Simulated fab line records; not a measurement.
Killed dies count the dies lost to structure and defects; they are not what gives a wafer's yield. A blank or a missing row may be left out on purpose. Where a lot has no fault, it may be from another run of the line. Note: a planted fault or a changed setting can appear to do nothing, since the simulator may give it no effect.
fab line records ; flow n5_finfet
[record] lots = 7; wafers = 39
route steps=1938 shown STI_FIN_REVEAL@190 DUMMY_GATE@243 MOL_CONTACT_COAG@584 BEOL_M4@1111
start_h: start of the lot's first displayed wafer, in hours after the record's first day ; wait_h: hours from the lot's prior step to this one ; " the same as in the row above ; L1.1+2: several wafers, shown together as one row ; - either no value or no given start ; * or withheld: withheld ; < > ~ a bound
route shown NAME@n: a module of which the file shows steps, and the number in the route of the first ; usual: average and standard deviation across the fault-free wafers ; same: alike in all rows ; chamber/n: place in a boat ; sites: the reading at each site ; _std_site: standard deviation of those values ; _edge_site: outer sites' mean less inner sites' ; radius_mm: how far each site lies from the wafer's centre ; mask NAME#n: copy n ; behind: tool/chamber where the wafer was last shaped ; hold: why the lot went on hold/how many hours it stayed there/how the hold came to an end ; device: transistor that didn't switch, given as n, p or np ; end of line: tests of these same wafers at the route's end ; a step given without rows: its recipe and nothing more ; killed: not the wafer's yield, but the dies lost to structure and defects at the first sort ; map: per-die view of a wafer (x killed, . not killed, _ where there is no die)
set.NAME: setting as actually run; set.NAME@STEP: the setting as run at that earlier step ; model.NAME: the simulator's own value behind a step, which no gauge read
lots run with intentionally changed settings; tables by step, rows by wafer
[[steps]]
[step N5_STI_FIN_REVEAL_ETCHBACK_08]
[recipe] chemistry = C4F6/O2; target = SiO2; target_depth_a = 305; time_s = 10.167; ion_energy_ev = 250; pressure_mtorr = 30; source_w = 345; bias_w = 185; Ar_flow_sccm = 300; C4F6_flow_sccm = 10; O2_flow_sccm = 10
[step N5_DUMMY_GATE_ETCH_31]
[recipe] chemistry = C4F6/O2; target = SiO2; mask_material = SOC; target_depth_a = 825; time_s = 27.5; ion_energy_ev = 250; pressure_mtorr = 30; source_w = 345; bias_w = 185; Ar_flow_sccm = 300; C4F6_flow_sccm = 10; O2_flow_sccm = 10
[step N5_DUMMY_GATE_ETCH_32]
[recipe] chemistry = CF4; target = SiO2; target_depth_a = 35; time_s = 3.9; ion_energy_ev = 350; pressure_mtorr = 10; icp_w = 800; bias_w = 400; cf4_flow_sccm = 80
[step N5_DUMMY_GATE_ETCH_44]
[recipe] chemistry = HBr/O2; over_etch_frac = 0.7; target_depth_a = 1275; stop_on = SiO2; ion_energy_ev = 60; bias_w = 20; target = poly-Si; mask_material = SiO2; pressure_mtorr = 20; icp_w = 400; HBr_flow_sccm = 120; O2_flow_sccm = 10
[step N5_DUMMY_GATE_ETCH_42]
[recipe] chemistry = CHF3/O2; target = SiO2; target_depth_a = 35; time_s = 31; ion_energy_ev = 30; bias_w = 12; pressure_mtorr = 30; source_w = 600; Ar_flow_sccm = 200; CHF3_flow_sccm = 50; O2_flow_sccm = 5
[step N5_MOL_CONTACT_COAG_ETCHBACK_135]
[recipe] chemistry = CHF3; target = SiO2; target_depth_a = 250; time_s = 16.7; ion_energy_ev = 200; pressure_mtorr = 30; source_w = 610; bias_w = 170; Ar_flow_sccm = 200; CHF3_flow_sccm = 50
[step N5_MOL_CONTACT_COAG_ETCH_67]
[recipe] chemistry = N2/H2; target = SOC; target_depth_a = 600; overetch_a = 210; mask_material = SiARC; temp_c = 40; time_s = 101.2; ion_energy_ev = 200; pressure_mtorr = 30; source_w = 840; bias_w = 150; n2_flow_sccm = 200; h2_flow_sccm = 200
[step N5_MOL_CONTACT_COAG_CVD_140]
[recipe] material = W; target_thk_a = 665; mode = selective_fill; temp_c = 300; time_s = 215
[step N5_BEOL_M4_RC_MEAS_101]
[usual] ION_N = 671/8.8; ION_P = 461/5.9
lot.wafer;tool;chamber;start_h;wait_h;set.time_s@STI_FIN_REVEAL_ETCHBACK_08;set.target_depth_a@DUMMY_GATE_ETCH_31;set.time_s@DUMMY_GATE_ETCH_32;set.target_depth_a@DUMMY_GATE_ETCH_44;set.bias_w@DUMMY_GATE_ETCH_42;set.time_s@MOL_CONTACT_COAG_ETCHBACK_135;set.target_depth_a@MOL_CONTACT_COAG_ETCH_67;set.target_thk_a@MOL_CONTACT_COAG_CVD_140;ION_N[uA/um];ION_P[uA/um]
L076.1;prober-01;0;214.54;0.0;10.167;893.9;4.722;1347;13.89;16.7;600;665;680;468
L076.2;prober-01;0;214.54;0.0;10.167;825;3.9;1347;13.89;14.6;669.5;665;667;460
L076.3;prober-01;0;214.54;0.0;10.167;825;3.9;1275;13.89;16.7;669.5;665;657;453
L076.4;prober-01;0;214.54;0.0;10.167;893.9;4.722;1347;12;16.7;669.5;665;666;465
L076.5;prober-01;0;214.54;0.0;10.167;825;4.722;1275;12;14.6;600;665;667;460
L076.6;prober-01;0;214.54;0.0;10.167;893.9;3.9;1275;12;14.6;600;665;669;462
L079.1;prober-02;0;246.28;0.0;10.61;825;3.9;1275;10.58;16.7;636.6;665;678;471
L079.2;prober-02;0;246.28;0.0;10.167;825;4.611;1275;12;13.59;600;665;676;465
L079.3;prober-02;0;246.28;0.0;10.167;825;3.9;1275;12;16.7;636.6;665;661;458
L079.4;prober-02;0;246.28;0.0;10.61;825;4.611;1275;12;16.7;600;665;690;478
L079.5;prober-02;0;246.28;0.0;10.167;825;3.9;1275;10.58;13.59;600;665;676;463
L079.6;prober-02;0;246.28;0.0;10.61;825;4.611;1275;10.58;13.59;636.6;665;688;475
L083.1;prober-01;0;261.15;0.0;10.71;911.3;3.9;1121;12;14.72;600;721.4;696;474
L083.2;prober-01;0;261.15;0.0;10.167;825;3.9;1121;12;14.72;527.9;665;671;456
L083.3;prober-01;0;261.15;0.0;10.167;825;3.9;1275;12;16.7;600;721.4;684;456
L083.4;prober-01;0;261.15;0.0;10.71;825;3.9;1275;12;16.7;600;665;693;472
L083.5;prober-01;0;261.15;0.0;10.167;911.3;3.9;1275;12;14.72;527.9;721.4;676;461
L083.6;prober-01;0;261.15;0.0;10.71;911.3;3.9;1121;12;16.7;527.9;665;692;474
L087.1;prober-02;0;284.46;0.0;9.534;825;3.9;1275;13.85;18.62;600;636.3;642;441
L087.2;prober-02;0;284.46;0.0;9.534;825;3.641;1424;13.85;16.7;530.6;636.3;643;444
L087.3;prober-02;0;284.46;0.0;10.167;825;3.641;1424;12;18.62;600;665;655;454
L087.4;prober-02;0;284.46;0.0;9.534;794.6;3.641;1275;12;18.62;530.6;665;649;448
L087.5;prober-02;0;284.46;0.0;10.167;794.6;3.9;1424;13.85;16.7;600;665;660;454
L087.6;prober-02;0;284.46;0.0;10.167;794.6;3.9;1275;12;16.7;530.6;636.3;657;451
L089.1;prober-01;0;287.94;0.0;10.167;825;4.52;1275;10.54;15.01;600;665;677;458
L089.2;prober-01;0;287.94;0.0;10.49;825;3.9;1188;10.54;16.7;600;740.4;671;463
L089.3;prober-01;0;287.94;0.0;10.49;913.6;4.52;1275;12;16.7;600;740.4;682;471
L089.4;prober-01;0;287.94;0.0;10.167;913.6;3.9;1188;10.54;15.01;526.3;665;679;465
L089.5;prober-01;0;287.94;0.0;10.167;825;3.9;1275;12;15.01;526.3;740.4;686;464
L089.6;prober-01;0;287.94;0.0;10.49;913.6;4.52;1188;12;16.7;526.3;665;686;469
L091.1;prober-01;0;297.53;0.0;10.167;856.2;3.447;1275;12;16.7;600;665;676;462
L091.2;prober-01;0;297.53;0.0;10.74;825;3.447;1275;12;16.7;666.9;749.9;690;477
L091.3;prober-01;0;297.53;0.0;10.167;856.2;3.9;1275;12;16.7;666.9;665;677;459
L091.4;prober-01;0;297.53;0.0;10.167;825;3.9;1275;12;16.7;600;749.9;672;458
L091.5;prober-01;0;297.53;0.0;10.74;856.2;3.447;1275;12;16.7;666.9;749.9;692;478
L091.6;prober-01;0;297.53;0.0;10.74;825;3.9;1275;12;16.7;600;665;705;473
L093.1;prober-01;0;302.96;0.0;10.167;825;3.9;1275;12;16.7;600;665;684;470
L093.3;prober-01;0;302.96;0.0;10.167;825;3.9;1275;12;16.7;600;665;666;463
L093.5;prober-01;0;302.96;0.0;10.167;825;3.9;1275;12;16.7;600;665;669;454
[[key]]
[split] step = N5_STI_FIN_REVEAL_ETCHBACK_08; setting = time_s; stated_as = 10.167
[response] step = N5_BEOL_M4_RC_MEAS_101; reading = ION_P; slope = +2.38; per = 1%; together_with = all; explained = 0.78
[response] step = N5_BEOL_M4_RC_MEAS_101; reading = ION_N; slope = +2.97; per = 1%; together_with = all; explained = 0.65
[split] step = N5_DUMMY_GATE_ETCH_31; setting = target_depth_a; stated_as = 825
response none clear
[split] step = N5_DUMMY_GATE_ETCH_32; setting = time_s; stated_as = 3.9
response none clear
[split] step = N5_DUMMY_GATE_ETCH_44; setting = target_depth_a; stated_as = 1275
response none clear
[split] step = N5_DUMMY_GATE_ETCH_42; setting = bias_w; stated_as = 12
response none clear
[split] step = N5_MOL_CONTACT_COAG_ETCHBACK_135; setting = time_s; stated_as = 16.7
response none clear
[split] step = N5_MOL_CONTACT_COAG_ETCH_67; setting = target_depth_a; stated_as = 600
response none clear
[split] step = N5_MOL_CONTACT_COAG_CVD_140; setting = target_thk_a; stated_as = 665
response none clear
